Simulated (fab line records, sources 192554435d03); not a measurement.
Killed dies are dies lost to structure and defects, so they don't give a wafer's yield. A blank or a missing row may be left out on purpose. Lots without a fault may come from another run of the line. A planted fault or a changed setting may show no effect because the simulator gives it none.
fab line records | flow n5_finfet
record lots=5 wafers=15 last_day=19
route steps=1938 shown BEOL_M15@1785
lots that met no fault: from a run of the same line without faults
start_h: hours from the record's first day to the start of the lot's first wafer shown | wait_h: hours since the lot's step before | " the same as in the row above | L1.1+2: a row that stands for several wafers | - no value, or no start given | * or withheld: withheld | < > ~ a bound
route shown NAME@n: a module of which the file shows steps, and the number in the route of the first | usual: mean/standard deviation of fault-free wafers | same: alike in all rows | chamber/n: place in a boat | sites: the reading at each site | _std_site: their standard deviation | _edge_site: outer sites' mean less inner sites' | radius_mm: how far each site lies from the wafer's centre | mask NAME#n: copy n | behind: the tool/chamber that last shaped the wafer | hold: why the lot was held/for how many hours/how that ended | device: the transistor (n, p or np) that didn't switch | end of line: the same wafers' tests at the end of the route | a step without rows: its recipe alone | killed: dies lost to structure and defects at the first sort, not the wafer's yield | map: a wafer's dies, x killed, . not, _ none there
set.NAME: the setting as run; set.NAME@STEP: as run at that earlier step | model.NAME: the simulator's own value behind a step, which no gauge read
lots at some steps of the route; a table a step, a row a wafer
services: from which hour (start_h, from the record's first day; less than 0 if before it) a tool's chamber was out of use, for how many hours, and why
## steps
# step N5_BEOL_M15_INSPECT_12
# recipe mode=adi inspect_instrument=macro
# usual raw_defect_count=2.2/1.5
# columns lot.wafer tool chamber start_h wait_h raw_defect_count
L077.1 defect_inspect-01 - 328.39 0.0 0
L077.2 " - " " 2
L077.3 " - " " 4
L082.2 defect_inspect-02 - 368.65 0.0 2
L082.5 " - " " 3
L082.6 " - " " 4
L087.3 defect_inspect-02 - 387.69 0.0 5
L087.4 " - " " 2
L087.6 " - " " 2
L091.1 defect_inspect-02 - 420.54 0.0 5
L091.3 " - " " 3
L091.4 " - " " 1
L095.1 defect_inspect-02 - 427.50 0.0 3
L095.3 " - " " 1
L095.4 " - " " 0
# step N5_BEOL_M15_DESCUM_15
# recipe chemistry=O2 time_s=7.9 source_power_w=50 bias_power_w=20 pressure_mtorr=20 rf_frequency_hz=2.712e+07 temp_c=40 o2_flow_sccm=225
# usual chamber_pressure_mTorr=20.001/0.02 drypump_motor_current_A=5.5/0.33 oes_product_au=0.83/0.11 rf_vpp_V=242.7/1.4 showerhead_plenum_p_Torr=2.07/0.077 throttle_valve_pct=20.35/0.27
# same time_s=7.9
# columns lot.wafer tool chamber start_h wait_h chamber_pressure_mTorr drypump_motor_current_A oes_product_au rf_hours_counter_h rf_vpp_V showerhead_plenum_p_Torr throttle_valve_pct
L077.1 rie_diel-06 0 328.43 0.0 20.010 4.9 0.82 67 242.5 2.05 20.33
L077.2 " 1 " " 19.981 5.7 0.71 240 241.1 1.98 20.40
L077.3 " 3 " " 20.043 5.3 0.71 214 240.0 2.01 21.00
L082.2 rie_diel-04 3 368.69 0.0 20.020 5.7 0.93 13 241.5 2.05 20.23
L082.5 " 0 " " 20.037 5.8 0.84 - 242.0 2.05 20.36
L082.6 " 3 " " 20.025 5.7 0.93 - 244.0 2.05 20.23
L087.3 rie_diel-04 0 387.90 0.2 19.996 5.8 0.83 82 243.0 2.05 20.37
L087.4 " 3 " " 19.979 5.6 0.89 21 242.1 2.04 20.25
L087.6 " 0 " " 20.021 5.8 0.82 - 243.3 2.05 20.37
L091.1 rie_diel-02 2 420.73 0.2 19.954 5.5 0.92 27 242.4 2.04 20.05
L091.3 " 3 " " 19.990 5.7 0.98 12 241.6 2.05 20.41
L091.4 " 1 " " 20.034 6.0 0.68 231 241.9 1.96 20.12
L095.1 rie_diel-06 2 428.11 0.6 20.013 5.2 0.91 28 243.8 2.14 20.24
L095.3 " 0 " " 20.006 4.9 0.77 103 243.1 2.04 20.41
L095.4 " 1 " " 20.016 5.7 0.94 18 245.1 2.23 20.01
# step N5_BEOL_M15_ETCH_59
# recipe chemistry=N2/H2 target=BARC target_depth_a=890 overetch_a=267 time_s=67.9 ion_energy_ev=200 pressure_mtorr=30 source_w=840 bias_w=150 n2_flow_sccm=200 h2_flow_sccm=200
# usual chamber_pressure_mTorr=29.999/0.029 drypump_motor_current_A=5.5/0.34 oes_product_au=0.71/0.086 rf_vpp_V=523.1/2.7 showerhead_plenum_p_Torr=2.52/0.093 throttle_valve_pct=17.79/0.24
# same time_s=67.9
# columns lot.wafer tool chamber start_h wait_h chamber_pressure_mTorr drypump_motor_current_A oes_product_au rf_hours_counter_h rf_vpp_V showerhead_plenum_p_Torr throttle_valve_pct
L077.1 rie_diel-06 0 328.46 0.0 29.970 4.9 0.70 67 520.6 2.48 17.67
L077.2 " 1 " " 29.979 5.7 0.60 240 518.7 2.39 17.75
L077.3 " 3 " " 29.970 5.3 0.61 214 519.9 2.41 18.22
L082.2 rie_diel-04 3 368.72 0.0 30.002 5.6 0.79 13 521.6 2.49 17.69
L082.5 " 0 " " 30.019 5.8 0.72 - 521.5 2.48 17.72
L082.6 " 3 " " 30.012 5.6 0.78 - 522.8 2.49 17.71
L087.3 rie_diel-04 0 387.93 0.0 30.016 5.8 0.71 82 521.7 2.48 17.72
L087.4 " 3 " " 29.960 5.7 0.77 21 523.6 2.49 17.75
L087.6 " 0 " " 30.038 5.8 0.71 - 521.5 2.48 17.71
L091.1 rie_diel-02 2 420.77 0.0 29.954 5.5 0.77 27 523.8 2.49 17.52
L091.3 " 3 " " 29.984 5.7 0.81 12 521.5 2.49 17.87
L091.4 " 1 " " 29.987 6.1 0.59 231 521.2 2.41 17.76
L095.1 rie_diel-06 2 428.15 0.0 29.974 5.2 0.76 28 524.4 2.61 17.71
L095.3 " 0 " " 30.012 4.9 0.67 103 523.1 2.46 17.74
L095.4 " 1 " " 29.974 5.6 0.78 18 528.6 2.70 17.32
# step N5_BEOL_M15_VIA_ETCH_16
# recipe chemistry=C4F8/O2/Ar target=SiO2 he_inner_torr=15 he_outer_torr=30 target_depth_a=17922 time_s=withheld ion_energy_ev=800 pressure_mtorr=20 source_w=1905 bias_w=2040 Ar_flow_sccm=400 C4F8_flow_sccm=16 O2_flow_sccm=12 ends=cleared
# usual chamber_pressure_mTorr=20.001/0.019 drypump_motor_current_A=5.5/0.34 oes_o_777_au=0.83/0.1 oes_product_au=0.75/0.099 rf_vpp_V=2231/42 showerhead_plenum_p_Torr=3.41/0.13 throttle_valve_pct=30.79/0.22
# columns lot.wafer tool chamber start_h wait_h chamber_pressure_mTorr drypump_motor_current_A oes_o_777_au oes_product_au rf_vpp_V showerhead_plenum_p_Torr throttle_valve_pct
L077.1 rie_diel-06 0 328.52 0.0 19.974 4.9 0.82 0.73 2258 3.35 30.67
L077.2 " 1 " " 19.988 5.7 0.72 0.64 2229 3.29 31.04
L077.3 " 3 " " 20.002 5.3 0.73 0.63 2235 3.28 31.29
L082.2 rie_diel-04 3 368.78 0.0 20.021 5.6 0.95 0.85 2184 3.34 30.56
L082.5 " 0 " " 19.978 5.8 0.87 0.77 2162 3.36 30.79
L082.6 " 3 " " 20.017 5.6 0.96 0.86 2182 3.34 30.55
L087.3 rie_diel-04 0 387.99 0.0 20.009 5.8 0.86 0.75 2160 3.36 30.80
L087.4 " 3 " " 19.996 5.6 0.93 0.83 2183 3.34 30.56
L087.6 " 0 " " 20.013 5.8 0.86 0.75 2164 3.36 30.80
L091.1 rie_diel-02 2 420.82 0.0 20.012 5.5 0.90 0.84 2293 3.38 30.62
L091.3 " 3 " " 20.004 5.7 0.98 0.87 2154 3.35 30.73
L091.4 " 1 " " 19.966 6.0 0.67 0.61 2218 3.26 30.52
L095.1 rie_diel-06 2 428.20 0.0 19.970 5.2 0.91 0.84 2260 3.51 30.71
L095.3 " 0 " " 19.974 4.9 0.78 0.70 2255 3.33 30.70
L095.4 " 1 " " 20.005 5.7 0.93 0.85 2267 3.68 30.74
# step N5_BEOL_M15_STRIP_63
# recipe chemistry=O2 power_w=600 temp_c=60 pressure_mtorr=30 rf_frequency_hz=6e+07 bias_power_w=0 overash_fraction=0.3 o2_flow_sccm=225
# usual chamber_pressure_mTorr=30.01/0.042 drypump_motor_current_A=5.5/0.33 oes_product_au=0.83/0.11 rf_vpp_V=3.7/0.76 showerhead_plenum_p_Torr=2.08/0.077 throttle_valve_pct=16.58/0.27
# columns lot.wafer tool chamber start_h wait_h chamber_pressure_mTorr drypump_motor_current_A oes_product_au rf_hours_counter_h rf_vpp_V showerhead_plenum_p_Torr throttle_valve_pct
L077.1 rie_diel-06 0 - - 30.02 4.9 0.81 68 4.4 2.05 16.55
L077.2 " 1 " " 30.02 5.6 0.70 240 4.8 1.98 16.67
L077.3 " 3 " " 29.95 5.3 0.71 215 3.5 2.01 17.19
L082.2 rie_diel-04 3 - - 30.02 5.7 0.92 13 3.3 2.05 16.46
L082.5 " 0 " " 30.01 5.8 0.84 - 4.7 2.06 16.56
L082.6 " 3 " " 30.07 5.7 0.91 - 3.2 2.05 16.46
L087.3 rie_diel-04 0 - - 30.04 5.8 0.83 83 3.1 2.05 16.58
L087.4 " 3 " " 29.95 5.6 0.91 21 2.2 2.05 16.47
L087.6 " 0 " " 30.10 5.8 0.82 - 3.3 2.05 16.56
L091.1 rie_diel-02 2 - - 30.08 5.5 0.91 27 4.6 2.05 16.26
L091.3 " 3 " " 29.98 5.7 0.99 12 3.2 2.06 16.58
L091.4 " 1 " " 30.12 6.0 0.68 231 3.6 1.97 16.44
L095.1 rie_diel-06 2 - - 29.98 5.2 0.91 28 3.9 2.15 16.45
L095.3 " 0 " " 29.99 4.9 0.77 103 4.2 2.04 16.61
L095.4 " 1 " " 30.04 5.7 0.94 18 3.6 2.23 16.25
# step N5_BEOL_M15_STRIP_64
# recipe chemistry=O2 power_w=600 temp_c=60 pressure_mtorr=30 rf_frequency_hz=6e+07 bias_power_w=0 overash_fraction=0.3 o2_flow_sccm=225
# usual chamber_pressure_mTorr=29.999/0.027 drypump_motor_current_A=5.5/0.33 oes_product_au=0.83/0.11 rf_vpp_V=3.7/0.53 showerhead_plenum_p_Torr=2.08/0.077 throttle_valve_pct=16.58/0.27
# columns lot.wafer tool chamber start_h wait_h chamber_pressure_mTorr drypump_motor_current_A oes_product_au rf_hours_counter_h rf_vpp_V showerhead_plenum_p_Torr throttle_valve_pct
L077.1 rie_diel-06 0 - - 30.019 4.9 0.81 68 3.2 2.05 16.53
L077.2 " 1 " " 30.020 5.6 0.70 240 3.8 1.98 16.68
L077.3 " 3 " " 30.039 5.4 0.71 215 3.6 2.01 17.20
L082.2 rie_diel-04 3 - - 30.009 5.6 0.93 13 3.2 2.05 16.45
L082.5 " 0 " " 29.965 5.8 0.84 - 3.0 2.06 16.55
L082.6 " 3 " " 29.965 5.6 0.93 - 3.3 2.05 16.45
L087.3 rie_diel-04 0 - - 30.008 5.8 0.82 83 4.0 2.05 16.55
L087.4 " 3 " " 30.019 5.6 0.91 21 2.8 2.05 16.47
L087.6 " 0 " " 30.031 5.8 0.83 - 3.3 2.05 16.57
L091.1 rie_diel-02 2 - - 30.000 5.5 0.90 27 5.2 2.05 16.27
L091.3 " 3 " " 29.979 5.7 0.98 12 3.6 2.06 16.57
L091.4 " 1 " " 30.002 6.0 0.68 231 3.7 1.97 16.44
L095.1 rie_diel-06 2 - - 29.923 5.2 0.91 28 4.4 2.15 16.44
L095.3 " 0 " " 29.973 4.9 0.77 103 3.8 2.04 16.60
L095.4 " 1 " " 30.011 5.7 0.93 18 3.3 2.23 16.26
# step N5_BEOL_M15_STRIP_65
# recipe chemistry=post_etch_residue_remover time_s=60 temp_c=25 remover_ph=withheld remover_water_wt_pct=withheld remover_fluoride_wt_pct=withheld
# same time_s=60
# columns lot.wafer tool chamber start_h wait_h
L077.1+2+3 wet_bench-06 1,4,7 328.87 -
L082.2+5+6 wet_bench-02 6,5,2 369.13 -
L087.3+4+6 wet_bench-02 5,7,2 388.35 -
L091.1+3+4 wet_bench-02 2,7,0 421.17 -
L095.1+3+4 wet_bench-06 3,7,2 428.55 -
# step N5_BEOL_M15_SRD_66
# recipe time_s=30 temp_c=23 rinse_liquid=diw dry=n2_spin spin_rpm=1500 dry_time_s=30
# same time_s=30
# columns lot.wafer tool chamber start_h wait_h
L077.1+2+3 wet_bench-06 1,4,7 328.89 0.0
L082.2+5+6 wet_bench-02 6,5,2 369.15 0.0
L087.3+4+6 wet_bench-02 5,7,2 388.39 0.0
L091.1+3+4 wet_bench-02 2,7,0 421.19 0.0
L095.1+3+4 wet_bench-06 3,7,2 428.57 0.0
# step N5_BEOL_M15_CD_MEAS_17
# recipe target_cd_nm=360 polarity=opening
# usual cd_nm=360.5/2.3
# columns lot.wafer tool chamber start_h wait_h cd_nm
L077.1 cd_sem-01 - 328.93 0.0 356.9
L077.2 " - " " 358.0
L077.3 " - " " 358.6
L082.2 cd_sem-02 - 369.19 0.0 363.6
L082.5 " - " " 361.3
L082.6 " - " " 363.1
L087.3 cd_sem-01 - 388.45 0.0 358.2
L087.4 " - " " 363.8
L087.6 " - " " 361.2
L091.1 cd_sem-03 - 421.23 0.0 360.4
L091.3 " - " " 362.2
L091.4 " - " " 359.0
L095.1 cd_sem-01 - 428.61 0.0 358.4
L095.3 " - " " 361.7
L095.4 " - " " 366.2
# step N5_BEOL_M15_COAT_56
# recipe resist=SOC temp_c=250 time_s=60 spin_rpm=1500 resist_thk_nm=550
# usual chill_plate_temp_C=23.02/0.095 dispense_pressure_kPa=51.9/2.7 heater_power_total_W=500.5/1.8
# same time_s=60
# columns lot.wafer tool chamber start_h wait_h chill_plate_temp_C dispense_pressure_kPa heater_power_total_W
L077.1 litho_track-02 0 328.96 0.0 22.99 50.6 503.3
L077.2 " 0 " " 22.88 50.6 503.2
L077.3 " 0 " " 23.09 50.6 498.6
L082.2 litho_track-02 0 369.23 0.0 23.01 50.6 497.3
L082.5 " 0 " " 23.01 50.6 503.1
L082.6 " 0 " " 23.04 50.6 498.5
L087.3 litho_track-01 0 388.49 0.0 23.08 48.9 502.5
L087.4 " 0 " " 22.94 48.9 502.0
L087.6 " 0 " " 23.06 48.9 497.9
L091.1 litho_track-03 0 421.27 0.0 22.90 55.6 502.8
L091.3 " 0 " " 22.96 55.6 498.0
L091.4 " 0 " " 23.00 55.6 501.8
L095.1 litho_track-03 0 428.64 0.0 22.88 55.7 499.8
L095.3 " 0 " " 22.96 55.7 501.1
L095.4 " 0 " " 22.97 55.6 500.4
# step N5_BEOL_M15_ETCH_57
# recipe chemistry=N2/H2 target=SOC source_w=3000 bias_w=350 time_s=750 ion_energy_ev=200 pressure_mtorr=30 n2_flow_sccm=200 h2_flow_sccm=200
# usual chamber_pressure_mTorr=30.003/0.024 drypump_motor_current_A=5.6/0.35 oes_product_au=0.83/0.11 rf_vpp_V=523.4/2.7 showerhead_plenum_p_Torr=2.53/0.094 throttle_valve_pct=17.71/0.24
# same time_s=750
# columns lot.wafer tool chamber start_h wait_h chamber_pressure_mTorr drypump_motor_current_A oes_product_au rf_hours_counter_h rf_vpp_V showerhead_plenum_p_Torr throttle_valve_pct
L077.1 rie_diel-04 3 329.03 - 30.009 5.7 0.99 0 521.1 2.50 17.57
L077.2 " 0 " " 30.030 5.8 0.85 63 521.7 2.48 17.59
L077.3 " 2 " " 30.005 5.2 0.69 210 527.4 2.64 18.10
L082.2 rie_diel-02 2 369.37 - 30.053 5.5 0.96 10 522.9 2.50 17.35
L082.5 " 0 " " 29.962 5.4 0.90 - 525.6 2.58 17.60
L082.6 " 2 " " 29.968 5.5 0.96 - 521.6 2.50 17.38
L087.3 rie_diel-04 0 388.55 - 29.966 5.8 0.83 83 522.3 2.48 17.61
L087.4 " 2 " " 29.989 5.2 0.68 231 525.2 2.63 18.13
L087.6 " 0 " " 29.991 5.8 0.83 - 522.8 2.48 17.60
L091.1 rie_diel-06 2 421.33 - 29.973 5.2 0.91 25 524.9 2.61 17.59
L091.3 " 1 " " 30.024 5.7 0.94 16 528.5 2.70 17.22
L091.4 " 0 " " 29.997 4.9 0.78 100 521.7 2.46 17.64
L095.1 rie_diel-06 0 428.73 - 30.009 4.9 0.78 103 522.1 2.46 17.63
L095.3 " 2 " " 30.008 5.3 0.91 28 526.0 2.61 17.61
L095.4 " 3 " " 29.959 5.4 0.68 250 520.5 2.40 18.19
# step N5_BEOL_M15_COAT_60
# recipe resist=BARC temp_c=205 time_s=60 spin_rpm=1500 resist_thk_nm=89
# usual chill_plate_temp_C=22.99/0.1 dispense_pressure_kPa=50.8/2.3 heater_power_total_W=391.8/1.3
# same time_s=60
# columns lot.wafer tool chamber start_h wait_h chill_plate_temp_C dispense_pressure_kPa heater_power_total_W
L077.1 litho_track-02 0 329.53 0.3 23.05 50.6 391.1
L077.2 " 0 " " 22.92 50.6 390.0
L077.3 " 0 " " 23.04 50.6 390.4
L082.2 litho_track-01 0 369.88 0.3 22.94 48.9 390.5
L082.5 " 0 " " 23.17 48.9 391.8
L082.6 " 0 " " 22.98 48.9 391.1
L087.3 litho_track-02 0 389.05 0.3 23.00 50.5 391.2
L087.4 " 0 " " 23.06 50.5 389.4
L087.6 " 0 " " 23.16 50.5 390.8
L091.1 litho_track-01 0 421.83 0.3 22.88 49.0 391.9
L091.3 " 0 " " 22.93 48.9 392.6
L091.4 " 0 " " 23.00 48.9 393.8
L095.1 litho_track-02 0 429.23 0.3 23.11 50.5 392.2
L095.3 " 0 " " 22.98 50.6 390.2
L095.4 " 0 " " 22.96 50.6 389.5
# step N5_BEOL_M15_COAT_22
# recipe spin_rpm=1704 resist_thk_nm=800
# usual chill_plate_temp_C=22.99/0.1 dispense_pressure_kPa=50.9/2.3
# columns lot.wafer tool chamber start_h wait_h chill_plate_temp_C dispense_pressure_kPa
L077.1 litho_track-02 0 - - 23.03 50.6
L077.2 " 0 " " 22.99 50.7
L077.3 " 0 " " 22.91 50.7
L082.2 litho_track-01 0 - - 23.00 48.9
L082.5 " 0 " " 23.00 48.9
L082.6 " 0 " " 23.05 48.9
L087.3 litho_track-02 0 - - 23.03 50.6
L087.4 " 0 " " 23.10 50.6
L087.6 " 0 " " 23.20 50.6
L091.1 litho_track-01 0 - - 22.88 49.0
L091.3 " 0 " " 22.93 49.0
L091.4 " 0 " " 22.92 49.0
L095.1 litho_track-02 0 - - 22.98 50.6
L095.3 " 0 " " 22.92 50.6
L095.4 " 0 " " 23.01 50.6
# step N5_BEOL_M15_EBR_24
# recipe solvent=PGMEA ebr_width_mm=1.5
# usual chill_plate_temp_C=23.01/0.12
# columns lot.wafer tool chamber start_h wait_h chill_plate_temp_C
L077.1 litho_track-02 0 - - 23.25
L077.2 " 0 " " 23.11
L077.3 " 0 " " 23.13
L082.2 litho_track-01 0 - - 23.04
L082.5 " 0 " " 23.09
L082.6 " 0 " " 23.00
L087.3 litho_track-02 0 - - 23.15
L087.4 " 0 " " 23.14
L087.6 " 0 " " 23.20
L091.1 litho_track-01 0 - - 22.96
L091.3 " 0 " " 22.88
L091.4 " 0 " " 22.94
L095.1 litho_track-02 0 - - 23.19
L095.3 " 0 " " 23.10
L095.4 " 0 " " 22.98
# step N5_BEOL_M15_SOFTBAKE_23
# recipe temp_c=130 time_s=60
# usual chill_plate_temp_C=22.97/0.1 heater_power_total_W=218.7/1.6
# same time_s=60
# columns lot.wafer tool chamber start_h wait_h chill_plate_temp_C heater_power_total_W
L077.1 litho_track-02 0 - - 22.92 217.2
L077.2 " 0 " " 22.87 218.4
L077.3 " 0 " " 22.88 217.7
L082.2 litho_track-01 0 - - 22.94 220.7
L082.5 " 0 " " 23.14 217.1
L082.6 " 0 " " 22.92 219.4
L087.3 litho_track-02 0 - - 23.03 216.7
L087.4 " 0 " " 22.88 218.7
L087.6 " 0 " " 22.98 216.6
L091.1 litho_track-01 0 - - 22.97 220.0
L091.3 " 0 " " 22.94 219.5
L091.4 " 0 " " 22.93 217.3
L095.1 litho_track-02 0 - - 23.10 217.2
L095.3 " 0 " " 22.81 216.7
L095.4 " 0 " " 23.00 217.2
# step N5_BEOL_M15_EXPOSE_25
# recipe mask_id=M15 na=0.8 source_shape=annular sigma_inner=0.5 sigma_outer=0.8 polarization=unpolarized target_cd_nm=400 dose_mj=35.5
# columns lot.wafer tool chamber start_h wait_h mask
L077.1+2+3 krf_scanner-01 0 329.63 - M15#0
L082.2+5+6 krf_scanner-02 0 369.99 - M15#0
L087.3+4+6 krf_scanner-02 0 389.16 - M15#0
L091.1+3+4 krf_scanner-02 0 422.06 - M15#0
L095.1+3+4 krf_scanner-01 0 429.45 - M15#0
# step N5_BEOL_M15_PEB_26
# recipe peb_temp_c=130 peb_time_s=90
# usual chill_plate_temp_C=23.04/0.094 heater_power_total_W=172.6/0.77
# columns lot.wafer tool chamber start_h wait_h chill_plate_temp_C heater_power_total_W
L077.1 litho_track-02 0 329.69 0.1 23.21 172.3
L077.2 " 0 " " 23.17 173.3
L077.3 " 0 " " 23.12 171.6
L082.2 litho_track-03 0 370.04 0.0 22.99 172.3
L082.5 " 0 " " 23.12 173.7
L082.6 " 0 " " 23.07 172.3
L087.3 litho_track-03 0 389.21 0.0 22.98 173.2
L087.4 " 0 " " 23.13 173.2
L087.6 " 0 " " 23.00 173.1
L091.1 litho_track-01 0 422.11 0.1 23.20 173.0
L091.3 " 0 " " 23.06 172.2
L091.4 " 0 " " 22.85 173.2
L095.1 litho_track-02 0 429.51 0.1 23.11 173.3
L095.3 " 0 " " 23.18 172.1
L095.4 " 0 " " 23.04 173.4
# step N5_BEOL_M15_DEVELOP_27
# recipe develop_time_s=45 rinse_liquid=diw dry=air_spin dev_temp_c=21
# usual chill_plate_temp_C=23.02/0.12
# columns lot.wafer tool chamber start_h wait_h chill_plate_temp_C
L077.1 litho_track-02 0 - - 23.07
L077.2 " 0 " " 23.15
L077.3 " 0 " " 23.10
L082.2 litho_track-03 0 - - 23.10
L082.5 " 0 " " 23.07
L082.6 " 0 " " 23.06
L087.3 litho_track-03 0 - - 23.19
L087.4 " 0 " " 23.21
L087.6 " 0 " " 23.09
L091.1 litho_track-01 0 - - 23.24
L091.3 " 0 " " 23.16
L091.4 " 0 " " 23.21
L095.1 litho_track-02 0 - - 22.99
L095.3 " 0 " " 22.86
L095.4 " 0 " " 22.98
# step N5_BEOL_M15_HARDBAKE_32
# recipe temp_c=130 time_s=120
# usual chill_plate_temp_C=23.01/0.1 heater_power_total_W=148.1/0.88
# same time_s=120
# columns lot.wafer tool chamber start_h wait_h chill_plate_temp_C heater_power_total_W
L077.1 litho_track-02 0 - - 22.95 147.3
L077.2 " 0 " " 23.13 149.3
L077.3 " 0 " " 22.86 149.3
L082.2 litho_track-03 0 - - 22.75 147.0
L082.5 " 0 " " 22.97 147.3
L082.6 " 0 " " 22.98 148.6
L087.3 litho_track-03 0 - - 22.95 148.9
L087.4 " 0 " " 23.04 148.7
L087.6 " 0 " " 22.99 147.0
L091.1 litho_track-01 0 - - 23.01 146.8
L091.3 " 0 " " 23.06 148.3
L091.4 " 0 " " 23.00 147.8
L095.1 litho_track-02 0 - - 23.07 147.9
L095.3 " 0 " " 23.02 147.9
L095.4 " 0 " " 23.06 148.2
# step N5_BEOL_M15_CD_MEAS_28
# recipe target_cd_nm=407.6 landing_energy_ev=500 detector=se_inlens
# usual cd_nm=407.0/1.6
# columns lot.wafer tool chamber start_h wait_h cd_nm
L077.1 cd_sem-02 0 329.80 - 408.5
L077.2 " 0 " " 407.8
L077.3 " 0 " " 408.0
L082.2 cd_sem-03 0 370.15 - 407.7
L082.5 " 0 " " 404.3
L082.6 " 0 " " 408.2
L087.3 cd_sem-02 0 389.33 - 409.2
L087.4 " 0 " " 407.8
L087.6 " 0 " " 410.1
L091.1 cd_sem-03 0 422.23 - 405.7
L091.3 " 0 " " 406.0
L091.4 " 0 " " 406.3
L095.1 cd_sem-03 0 429.62 - 406.2
L095.3 " 0 " " 405.7
L095.4 " 0 " " 405.4
# step N5_BEOL_M15_OVL_MEAS_29
# recipe points_per_wafer=44
# usual M15_OVL=2/4.5
# columns lot.wafer tool chamber start_h wait_h M15_OVL[nm]
L077.1 overlay-01 0 329.83 0.0 9
L077.2 " 0 " " 12
L077.3 " 0 " " 5
L082.2 overlay-02 0 370.18 0.0 -7
L082.5 " 0 " " 1
L082.6 " 0 " " -1
L087.3 overlay-02 0 389.36 0.0 1
L087.4 " 0 " " 15
L087.6 " 0 " " 9
L091.1 overlay-01 0 422.26 0.0 3
L091.3 " 0 " " 4
L091.4 " 0 " " 5
L095.1 overlay-02 0 429.65 0.0 -1
L095.3 " 0 " " -7
L095.4 " 0 " " 6
# step N5_BEOL_M15_INSPECT_30
# recipe mode=adi inspect_instrument=macro
# usual raw_defect_count=2.1/1.6
# columns lot.wafer tool chamber start_h wait_h raw_defect_count
L077.1 defect_inspect-01 - 329.85 0.0 0
L077.2 " - " " 3
L077.3 " - " " 2
L082.2 defect_inspect-02 - 370.21 0.0 0
L082.5 " - " " 1
L082.6 " - " " 1
L087.3 defect_inspect-02 - 389.38 0.0 1
L087.4 " - " " 1
L087.6 " - " " 2
L091.1 defect_inspect-01 - 422.28 0.0 3
L091.3 " - " " 1
L091.4 " - " " 1
L095.1 defect_inspect-01 - 429.68 0.0 4
L095.3 " - " " 1
L095.4 " - " " 2
# step N5_BEOL_M15_DESCUM_33
# recipe chemistry=O2 time_s=7.9 source_power_w=50 bias_power_w=20 pressure_mtorr=20 rf_frequency_hz=2.712e+07 temp_c=40 o2_flow_sccm=225
# usual chamber_pressure_mTorr=20.003/0.018 drypump_motor_current_A=5.6/0.37 oes_product_au=0.84/0.1 rf_vpp_V=243.1/1.5 showerhead_plenum_p_Torr=2.09/0.082 throttle_valve_pct=20.31/0.23
# same time_s=7.9
# columns lot.wafer tool chamber start_h wait_h chamber_pressure_mTorr drypump_motor_current_A oes_product_au rf_hours_counter_h rf_vpp_V showerhead_plenum_p_Torr throttle_valve_pct
L077.1 rie_diel-04 0 329.89 0.0 20.007 5.8 0.84 63 242.6 2.06 20.35
L077.2 " 3 " " 20.033 5.6 0.98 1 242.3 2.05 20.21
L077.3 " 1 " " 20.012 6.2 0.92 18 245.5 2.23 20.24
L082.2 rie_diel-02 2 370.24 0.0 20.020 5.5 0.95 10 243.6 2.05 20.02
L082.5 " 0 " " 19.984 5.4 0.90 - 243.7 2.12 20.23
L082.6 " 1 " " 19.997 6.0 0.69 - 240.6 1.97 20.12
L087.3 rie_diel-06 1 389.97 0.6 19.989 5.7 0.97 9 244.8 2.23 19.98
L087.4 " 0 " " 20.020 4.9 0.79 89 241.8 2.04 20.37
L087.6 " 1 " " 19.975 5.7 0.96 - 244.1 2.23 20.01
L091.1 rie_diel-04 1 422.32 0.0 20.014 6.3 0.86 48 245.4 2.22 20.29
L091.3 " 2 " " 20.022 5.2 0.67 241 244.2 2.16 20.66
L091.4 " 0 " " 20.026 5.8 0.82 93 242.1 2.05 20.41
L095.1 rie_diel-06 1 429.92 0.2 19.994 5.7 0.93 19 245.2 2.23 20.03
L095.3 " 2 " " 19.998 5.2 0.91 29 243.0 2.14 20.24
L095.4 " 1 " " 20.009 5.7 0.93 - 246.1 2.23 19.99
# step N5_BEOL_M15_ETCH_61
# recipe chemistry=N2/H2 target=BARC target_depth_a=890 overetch_a=267 time_s=67.9 ion_energy_ev=200 pressure_mtorr=30 source_w=840 bias_w=150 n2_flow_sccm=200 h2_flow_sccm=200
# usual chamber_pressure_mTorr=30.001/0.027 drypump_motor_current_A=5.6/0.38 oes_product_au=0.71/0.081 rf_vpp_V=523.7/2.9 showerhead_plenum_p_Torr=2.54/0.098 throttle_valve_pct=17.77/0.24
# same time_s=67.9
# columns lot.wafer tool chamber start_h wait_h chamber_pressure_mTorr drypump_motor_current_A oes_product_au rf_hours_counter_h rf_vpp_V showerhead_plenum_p_Torr throttle_valve_pct
L077.1 rie_diel-04 0 329.92 0.0 29.986 5.8 0.73 63 521.0 2.48 17.68
L077.2 " 3 " " 29.990 5.7 0.83 1 523.0 2.50 17.68
L077.3 " 1 " " 30.006 6.3 0.77 18 527.6 2.71 17.79
L082.2 rie_diel-02 2 370.27 0.0 29.981 5.5 0.82 10 523.3 2.50 17.47
L082.5 " 0 " " 30.048 5.4 0.76 - 526.1 2.58 17.72
L082.6 " 1 " " 29.995 6.0 0.60 - 520.7 2.42 17.72
L087.3 rie_diel-06 1 390.00 0.0 29.990 5.7 0.79 9 527.9 2.70 17.31
L087.4 " 0 " " 30.006 4.9 0.68 89 522.4 2.47 17.71
L087.6 " 1 " " 30.008 5.7 0.79 - 527.9 2.70 17.33
L091.1 rie_diel-04 1 422.35 0.0 30.051 6.3 0.73 48 528.3 2.70 17.86
L091.3 " 2 " " 30.017 5.3 0.59 241 526.4 2.63 18.25
L091.4 " 0 " " 29.965 5.8 0.70 93 521.3 2.47 17.72
L095.1 rie_diel-06 1 429.96 0.0 30.043 5.7 0.77 19 529.6 2.70 17.35
L095.3 " 2 " " 29.966 5.2 0.76 29 525.1 2.61 17.72
L095.4 " 1 " " 30.012 5.7 0.77 - 528.4 2.70 17.33
## services
# columns tool chamber start_h hours kind
rie_diel-02 1 309.20 6.3 repair
rie_diel-02 3 309.72 16.3 repair
krf_scanner-02 - 311.53 0.8 pm
rie_diel-06 2 324.33 - clean
rie_diel-06 2 324.33 - consumable_replace:focus_ring
rie_diel-06 2 324.33 21.0 scheduled_down
rie_diel-06 2 324.33 21.0 vent_cycle
krf_scanner-02 - 324.71 1.0 pm
rie_diel-02 - 329.20 14.6 pm
krf_scanner-02 - 331.58 1.3 pm
litho_track-02 - 331.79 - consumable_replace:filter
rie_diel-06 3 331.95 2.6 repair
rie_diel-04 - 336.59 4.8 repair
rie_diel-06 - 338.02 0.6 repair
krf_scanner-02 - 345.15 0.5 repair
rie_diel-06 1 345.30 - clean
rie_diel-06 1 345.30 - consumable_replace:focus_ring
rie_diel-06 1 345.30 - consumable_replace:showerhead
rie_diel-06 1 345.30 15.0 scheduled_down
rie_diel-06 1 345.30 15.0 vent_cycle
rie_diel-06 0 347.58 3.7 repair
rie_diel-06 - 354.64 4.3 pm
krf_scanner-01 - 395.17 1.7 repair
rie_diel-06 3 429.20 - clean
## key
fault none
